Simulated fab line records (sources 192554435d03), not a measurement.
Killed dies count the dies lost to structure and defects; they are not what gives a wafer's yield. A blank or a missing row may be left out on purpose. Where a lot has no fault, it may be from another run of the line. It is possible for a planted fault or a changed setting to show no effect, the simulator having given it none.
fab line records	flow n5-finfet	part 1 of 2: steps 1 to 3 of 6
record: lots: 21	wafers: 63	last-day: 19
route steps=1938 shown BEOL_M9@1417 BEOL_M10@1474
lots with no fault: from the same line, run without faults
start-h: start of the lot's first displayed wafer, in hours after the record's first day	wait-h: time in hours since the lot's previous step	" unchanged from the row above	L1.1+2: several wafers, shown together as one row	- no value, or no start was given	* or withheld: withheld	< > ~ a bound
route shown NAME@n: NAME is a module with steps in the file, n the number in the route of the first one	usual: the fault-free wafers' mean and standard deviation	same: alike in all rows	chamber/n: place in a boat	sites: each site's reading	_std_site: how widely they spread, as a standard deviation	_edge_site: mean of outer sites minus mean of inner sites	radius-mm: for every site, how far away it sits from the centre of the wafer	mask NAME#n: copy n	behind: the last tool/chamber to shape the wafer	hold: why the lot went on hold/how many hours it stayed there/how the hold came to an end	device: the n, p or np transistor that did not switch	end of line: the same wafers' tests at the end of the route	a step with no rows: only its recipe	killed: count of dies lost to structure and defects at first sort (not the wafer's yield)	map: shows each die of a wafer: x if killed, . if not, _ if none is there
set.NAME: the setting the step ran with; set.NAME@STEP: the setting that earlier step ran with	model.NAME: the simulator's own value behind a step, which no gauge read
steps of the route over a sample of lots; a table a step, a row a wafer
services: when a tool's chamber went out of use (start-h, in hours from the record's first day, below 0 if earlier), for how many hours, and the reason
== steps ==
step: N5_BEOL_M9_DESCUM_16
recipe: chemistry: O2	time-s: 7.9	source-power-w: 50	bias-power-w: 20	pressure-mtorr: 20	rf-frequency-hz: 2.712e+07	temp-c: 40	resist: CAR-ArF	o2-flow-sccm: 225
usual: chamber-pressure-mTorr: 20.002/0.017	drypump-motor-current-A: 5.5/0.39	oes-product-au: 0.79/0.082	rf-vpp-V: 243.1/1.1	showerhead-plenum-p-Torr: 2.09/0.048	throttle-valve-pct: 20.42/0.22
lot.wafer	tool	chamber	start-h	wait-h	chamber-pressure-mTorr	drypump-motor-current-A	oes-product-au	rf-hours-counter-h	rf-vpp-V	showerhead-plenum-p-Torr	throttle-valve-pct
L074.2	rie-diel-03	0	202.00	0.3	19.986	6.2	0.91	17	242.3	2.05	20.16
L074.3	"	2	"	"	20.010	5.7	0.69	191	244.5	2.16	20.16
L074.4	"	3	"	"	20.009	5.4	0.74	152	242.3	2.08	20.62
L076.2	rie-diel-05	1	212.74	0.0	19.989	4.9	0.86	67	242.7	2.04	20.20
L076.3	"	3	"	"	20.040	5.4	0.76	136	243.7	2.10	20.19
L076.5	"	0	"	"	20.012	4.9	0.69	-	243.6	2.06	20.69
L075.4	rie-diel-03	2	222.57	0.2	19.977	5.7	0.69	198	245.9	2.16	20.17
L075.5	"	1	"	"	20.019	5.1	0.80	-	243.9	2.11	20.23
L075.6	"	0	"	"	19.993	6.2	0.89	-	242.6	2.05	20.18
L077.4	rie-diel-06	1	232.86	0.0	20.019	5.7	0.92	17	243.7	2.23	20.25
L077.5	"	0	"	"	19.989	5.4	0.71	-	243.0	2.07	20.70
L077.6	"	3	"	"	20.012	5.2	0.96	-	241.5	2.05	20.38
L078.1	rie-diel-05	0	243.08	0.3	20.028	4.9	0.67	237	241.8	2.06	20.71
L078.3	"	2	"	"	19.990	5.8	0.80	118	244.0	2.09	20.73
L078.4	"	3	"	"	19.981	5.4	0.75	143	243.7	2.09	20.18
L079.2	rie-diel-06	3	253.24	0.0	19.985	5.2	0.95	16	242.2	2.05	20.40
L079.5	"	2	"	"	19.980	5.8	0.76	-	243.0	2.11	20.55
L079.6	"	3	"	"	20.026	5.1	0.94	-	242.2	2.05	20.42
L080.2	rie-diel-05	2	261.37	0.0	20.001	5.8	0.78	122	244.1	2.09	20.71
L080.3	"	1	"	"	20.003	4.9	0.84	80	242.1	2.03	20.22
L080.6	"	0	"	"	19.989	4.9	0.67	-	243.3	2.06	20.73
L083.2	rie-diel-06	2	268.10	0.0	19.991	5.8	0.76	131	243.5	2.10	20.55
L083.3	"	3	"	"	20.027	5.2	0.94	20	242.7	2.05	20.38
L083.6	"	0	"	"	20.014	5.4	0.71	-	243.6	2.07	20.70
L081.3	rie-diel-06	2	277.59	0.2	20.020	5.8	0.76	134	242.6	2.10	20.55
L081.5	"	0	"	"	19.989	5.4	0.71	-	243.3	2.07	20.70
L081.6	"	3	"	"	19.996	5.1	0.93	-	242.4	2.05	20.40
L084.2	rie-diel-06	0	286.85	0.0	20.021	5.4	0.70	233	243.4	2.06	20.70
L084.3	"	1	"	"	20.030	5.7	0.89	32	243.3	2.22	20.25
L084.4	"	2	"	"	20.006	5.8	0.75	136	242.7	2.10	20.55
L085.1	rie-diel-05	1	294.16	0.0	20.015	4.9	0.82	89	241.9	2.03	20.23
L085.2	"	2	"	"	20.007	5.8	0.78	132	242.6	2.09	20.76
L085.3	"	3	"	"	20.011	5.4	0.74	156	244.6	2.09	20.21
L089.3	rie-diel-03	2	303.70	0.2	20.022	5.8	0.69	218	243.6	2.15	20.19
L089.4	"	0	"	"	20.009	6.2	0.87	42	242.8	2.05	20.18
L089.5	"	0	"	"	19.997	6.3	0.86	-	242.5	2.05	20.19
L086.4	rie-diel-06	1	303.95	0.0	19.964	5.7	0.88	38	245.4	2.22	20.28
L086.5	"	3	"	"	20.004	5.2	0.91	-	243.1	2.05	20.41
L086.6	"	0	"	"	20.008	5.4	0.70	-	243.9	2.06	20.72
L087.2	rie-diel-03	3	311.02	0.1	19.996	5.4	0.73	182	242.9	2.07	20.69
L087.4	"	0	"	"	20.006	6.3	0.86	44	242.7	2.05	20.20
L087.5	"	2	"	"	20.021	5.8	0.69	-	243.6	2.15	20.21
L088.2	rie-diel-06	2	312.19	0.1	20.001	5.8	0.74	146	243.7	2.10	20.57
L088.3	"	1	"	"	19.974	5.7	0.88	41	245.2	2.22	20.28
L088.5	"	0	"	"	19.993	5.4	0.70	-	242.5	2.06	20.70
L092.2	rie-diel-05	3	322.34	0.0	19.990	5.4	0.74	166	243.9	2.09	20.22
L092.5	"	1	"	"	20.027	5.0	0.83	-	240.3	2.03	20.26
L092.6	"	2	"	"	19.983	5.8	0.78	-	245.1	2.08	20.77
L091.1	rie-diel-05	1	328.73	0.1	19.980	4.9	0.82	103	244.0	2.02	20.25
L091.3	"	3	"	"	20.006	5.4	0.72	169	244.2	2.08	20.23
L091.6	"	3	"	"	20.014	5.4	0.72	-	243.2	2.08	20.25
L094.1	rie-diel-03	2	347.21	0.0	20.010	5.7	0.67	232	244.0	2.14	20.23
L094.2	"	1	"	"	19.996	5.1	0.77	130	243.1	2.10	20.30
L094.3	"	3	"	"	20.050	5.5	0.71	193	243.0	2.07	20.69
L095.2	rie-diel-03	2	347.46	0.1	19.986	5.7	0.67	233	244.0	2.14	20.21
L095.3	"	3	"	"	20.001	5.4	0.71	193	241.7	2.07	20.68
L095.6	"	2	"	"	19.995	5.7	0.67	-	244.4	2.14	20.22
L097.1	rie-diel-03	3	360.13	0.2	20.015	5.4	0.72	197	242.7	2.06	20.69
L097.3	"	2	"	"	20.005	5.7	0.66	236	243.3	2.14	20.24
L097.6	"	1	"	"	20.004	5.1	0.77	-	242.2	2.10	20.30
L096.4	rie-diel-05	0	377.75	0.2	19.984	4.9	0.93	12	242.5	2.05	20.38
L096.5	"	2	"	"	20.001	5.8	0.77	-	244.0	2.08	20.76
L096.6	"	1	"	"	19.991	4.9	0.80	-	243.1	2.02	20.29
step: N5_BEOL_M9_CD_MEAS_18
recipe: pitch-nm: 140	target-cd-nm: 70
usual: cd-nm: 70.1/0.48
lot.wafer	tool	chamber	start-h	wait-h	cd-nm
L074.2	cd-sem-01	-	202.46	0.1	70.3
L074.3	"	-	"	"	70.1
L074.4	"	-	"	"	70.5
L076.2	cd-sem-02	-	213.19	0.1	70.2
L076.3	"	-	"	"	69.0
L076.5	"	-	"	"	69.0
L075.4	cd-sem-02	-	223.03	0.1	70.4
L075.5	"	-	"	"	70.2
L075.6	"	-	"	"	70.7
L077.4	cd-sem-01	-	233.39	0.1	70.4
L077.5	"	-	"	"	70.3
L077.6	"	-	"	"	70.1
L078.1	cd-sem-03	-	243.53	0.0	70.3
L078.3	"	-	"	"	69.6
L078.4	"	-	"	"	70.2
L079.2	cd-sem-01	-	253.82	0.1	70.0
L079.5	"	-	"	"	70.3
L079.6	"	-	"	"	70.1
L080.2	cd-sem-02	-	261.83	0.1	70.1
L080.3	"	-	"	"	70.0
L080.6	"	-	"	"	70.2
L083.2	cd-sem-02	-	268.56	0.1	70.6
L083.3	"	-	"	"	70.5
L083.6	"	-	"	"	70.2
L081.3	cd-sem-01	-	278.04	0.1	70.9
L081.5	"	-	"	"	70.7
L081.6	"	-	"	"	70.4
L084.2	cd-sem-01	-	287.39	0.1	69.8
L084.3	"	-	"	"	70.3
L084.4	"	-	"	"	70.5
L085.1	cd-sem-01	-	294.70	0.0	69.9
L085.2	"	-	"	"	69.7
L085.3	"	-	"	"	70.0
L089.3	cd-sem-02	-	304.15	0.1	69.7
L089.4	"	-	"	"	70.2
L089.5	"	-	"	"	70.2
L086.4	cd-sem-02	-	304.40	0.1	70.6
L086.5	"	-	"	"	69.8
L086.6	"	-	"	"	70.0
L087.2	cd-sem-02	-	311.48	0.1	69.9
L087.4	"	-	"	"	70.0
L087.5	"	-	"	"	70.1
L088.2	cd-sem-01	-	312.65	0.1	70.5
L088.3	"	-	"	"	69.9
L088.5	"	-	"	"	70.1
L092.2	cd-sem-02	-	322.79	0.1	70.1
L092.5	"	-	"	"	69.5
L092.6	"	-	"	"	69.7
L091.1	cd-sem-02	-	329.19	0.0	70.2
L091.3	"	-	"	"	69.3
L091.6	"	-	"	"	69.2
L094.1	cd-sem-01	-	347.66	0.0	71.1
L094.2	"	-	"	"	70.8
L094.3	"	-	"	"	70.8
L095.2	cd-sem-02	-	347.91	0.1	70.4
L095.3	"	-	"	"	70.3
L095.6	"	-	"	"	70.3
L097.1	cd-sem-03	-	360.58	0.0	69.5
L097.3	"	-	"	"	69.7
L097.6	"	-	"	"	70.0
L096.4	cd-sem-02	-	378.21	0.1	70.4
L096.5	"	-	"	"	70.3
L096.6	"	-	"	"	70.5
step: N5_BEOL_M9_ETCH_65
recipe: chemistry: CF4	target: SiARC	target-depth-a: 156	mask-material: CAR-EUV	time-s: 26	ion-energy-ev: 80	pressure-mtorr: 40	source-w: 545	bias-w: 36	Ar_flow_sccm: 100	cf4-flow-sccm: 100	ends: cleared
usual: bias-w: 36.00/0.11	chamber-pressure-mTorr: 40.00/0.036	drypump-motor-current-A: 5.5/0.38	etch-rf-on-time-s: 25.9/0.48	oes-product-au: 0.68/0.072	rf-vpp-V: 184.2/1.1	showerhead-plenum-p-Torr: 2.14/0.052	throttle-valve-pct: 15.61/0.23
lot.wafer	tool	chamber	start-h	wait-h	bias-w	chamber-pressure-mTorr	drypump-motor-current-A	etch-rf-on-time-s	oes-product-au	rf-hours-counter-h	rf-vpp-V	showerhead-plenum-p-Torr	throttle-valve-pct
L074.2	rie-diel-06	1	203.06	0.0	36.07	39.98	5.7	25.9	0.81	7	185.4	2.28	15.36
L074.3	"	3	"	"	35.99	40.01	5.1	25.1	0.85	2	183.9	2.10	15.47
L074.4	"	0	"	"	35.87	40.00	5.4	26.5	0.61	211	183.7	2.12	15.88
L076.2	rie-diel-06	3	214.37	0.0	36.00	40.00	5.2	25.1	0.84	6	184.5	2.10	15.48
L076.3	"	0	"	"	36.07	39.96	5.4	26.2	0.61	214	183.7	2.12	15.87
L076.5	"	0	"	"	35.91	40.05	5.4	26.7	0.60	-	184.0	2.12	15.87
L075.4	rie-diel-03	3	227.40	0.0	35.93	40.01	5.5	25.7	0.63	158	185.1	2.14	15.88
L075.5	"	3	"	"	35.91	40.04	5.4	25.8	0.64	-	183.6	2.14	15.87
L075.6	"	0	"	"	36.05	40.00	6.2	25.5	0.78	-	183.6	2.10	15.28
L077.4	rie-diel-06	1	233.86	0.0	35.99	39.98	5.7	25.9	0.79	17	186.5	2.28	15.39
L077.5	"	0	"	"	36.05	39.94	5.4	26.1	0.61	-	184.2	2.12	15.87
L077.6	"	3	"	"	35.85	39.97	5.1	25.2	0.81	-	182.6	2.10	15.48
L078.1	rie-diel-05	3	247.23	0.0	35.72	39.90	5.4	26.7	0.63	144	183.8	2.15	15.44
L078.3	"	1	"	"	36.03	40.00	4.9	25.9	0.73	76	183.1	2.08	15.38
L078.4	"	2	"	"	35.88	39.98	5.8	25.6	0.68	118	185.0	2.16	15.94
L079.2	rie-diel-05	0	254.30	0.0	36.06	40.02	4.9	26.5	0.58	239	183.8	2.11	15.95
L079.5	"	3	"	"	35.97	40.00	5.4	26.8	0.64	-	184.1	2.15	15.42
L079.6	"	2	"	"	35.95	40.03	5.8	25.8	0.68	-	184.4	2.16	15.94
L080.2	rie-diel-06	3	263.60	0.0	35.90	39.97	5.2	25.2	0.79	19	184.0	2.10	15.50
L080.3	"	0	"	"	36.12	40.03	5.4	26.1	0.61	226	184.1	2.12	15.89
L080.6	"	1	"	"	35.91	40.04	5.8	25.9	0.77	-	185.3	2.27	15.39
L083.2	rie-diel-06	3	271.19	0.0	36.13	39.96	5.1	25.3	0.80	21	182.9	2.10	15.50
L083.3	"	2	"	"	36.02	40.01	5.8	25.4	0.65	132	183.3	2.15	15.72
L083.6	"	0	"	"	35.96	39.95	5.4	26.4	0.60	-	184.2	2.12	15.89
L081.3	rie-diel-06	0	279.68	0.0	36.11	39.97	5.4	26.3	0.60	231	182.7	2.11	15.89
L081.5	"	2	"	"	36.02	39.98	5.8	25.6	0.65	-	183.6	2.15	15.74
L081.6	"	3	"	"	35.82	40.09	5.2	25.2	0.79	-	184.4	2.10	15.50
L084.2	rie-diel-03	3	288.51	0.0	36.04	40.04	5.4	25.3	0.62	175	182.4	2.13	15.93
L084.3	"	1	"	"	36.12	39.96	5.1	25.6	0.68	112	183.1	2.15	15.45
L084.4	"	0	"	"	35.95	40.02	6.3	25.1	0.76	38	182.4	2.10	15.33
L085.1	rie-diel-05	3	296.51	0.0	36.04	40.02	5.4	26.8	0.63	157	184.8	2.14	15.45
L085.2	"	2	"	"	36.13	39.98	5.8	25.4	0.68	132	184.1	2.15	15.96
L085.3	"	1	"	"	35.87	40.00	5.0	26.0	0.71	90	182.3	2.08	15.38
L089.3	rie-diel-06	3	305.41	0.0	35.90	40.03	5.1	25.3	0.78	32	184.2	2.09	15.51
L089.4	"	1	"	"	35.87	40.03	5.7	26.2	0.75	38	184.1	2.27	15.43
L089.5	"	2	"	"	36.10	39.97	5.8	25.5	0.65	-	182.5	2.15	15.77
L086.4	rie-diel-05	2	305.89	0.0	36.06	39.97	5.8	25.4	0.67	136	184.4	2.15	15.98
L086.5	"	0	"	"	36.13	39.99	4.9	26.4	0.57	-	184.4	2.11	15.96
L086.6	"	3	"	"	36.06	40.00	5.4	26.4	0.63	-	184.5	2.14	15.46
L087.2	rie-diel-03	3	312.10	0.0	36.06	40.00	5.4	25.8	0.63	182	184.2	2.13	15.94
L087.4	"	2	"	"	35.90	39.95	5.7	26.5	0.58	221	185.6	2.21	15.53
L087.5	"	0	"	"	36.05	39.99	6.2	25.4	0.74	-	183.4	2.09	15.33
L088.2	rie-diel-03	2	313.58	0.0	35.92	39.99	5.7	26.8	0.58	222	184.9	2.20	15.51
L088.3	"	0	"	"	36.01	39.99	6.2	25.6	0.74	45	182.4	2.09	15.32
L088.5	"	0	"	"	35.83	39.89	6.2	25.7	0.74	-	181.6	2.09	15.32
L092.2	rie-diel-03	3	323.42	0.0	35.81	39.97	5.5	25.7	0.62	185	184.5	2.13	15.94
L092.5	"	2	"	"	36.10	39.97	5.7	26.3	0.58	-	185.8	2.20	15.54
L092.6	"	3	"	"	35.71	39.99	5.4	25.5	0.62	-	183.2	2.13	15.94
L091.1	rie-diel-05	3	332.18	0.0	35.93	39.99	5.4	26.8	0.62	170	184.4	2.14	15.47
L091.3	"	2	"	"	36.25	39.98	5.8	25.8	0.66	145	184.7	2.15	16.01
L091.6	"	3	"	"	35.98	40.02	5.4	27.0	0.62	-	185.8	2.14	15.47
L094.1	rie-diel-06	2	349.55	0.0	35.98	40.01	5.8	25.8	0.63	157	184.5	2.14	15.78
L094.2	"	3	"	"	36.12	39.99	5.2	25.5	0.75	49	185.4	2.09	15.56
L094.3	"	1	"	"	35.91	40.02	5.7	26.5	0.72	54	186.7	2.26	15.46
L095.2	rie-diel-05	2	350.02	0.0	35.87	39.99	5.8	25.7	0.66	151	185.5	2.15	16.02
L095.3	"	3	"	"	36.00	39.97	5.4	26.9	0.61	176	184.3	2.14	15.48
L095.6	"	1	"	"	35.99	39.97	4.9	26.5	0.68	-	184.1	2.07	15.42
L097.1	rie-diel-03	1	362.66	0.0	36.31	40.05	5.1	26.3	0.65	135	184.7	2.15	15.48
L097.3	"	0	"	"	36.18	39.93	6.2	25.6	0.72	61	182.4	2.09	15.37
L097.6	"	1	"	"	36.24	40.02	5.1	26.2	0.65	-	182.4	2.14	15.47
L096.4	rie-diel-06	3	379.73	0.0	35.90	40.04	5.1	25.4	0.74	60	183.3	2.08	15.58
L096.5	"	0	"	"	35.91	40.02	5.4	25.6	0.81	-	183.4	2.11	15.47
L096.6	"	1	"	"	35.95	40.06	5.7	26.1	0.71	-	185.8	2.26	15.49
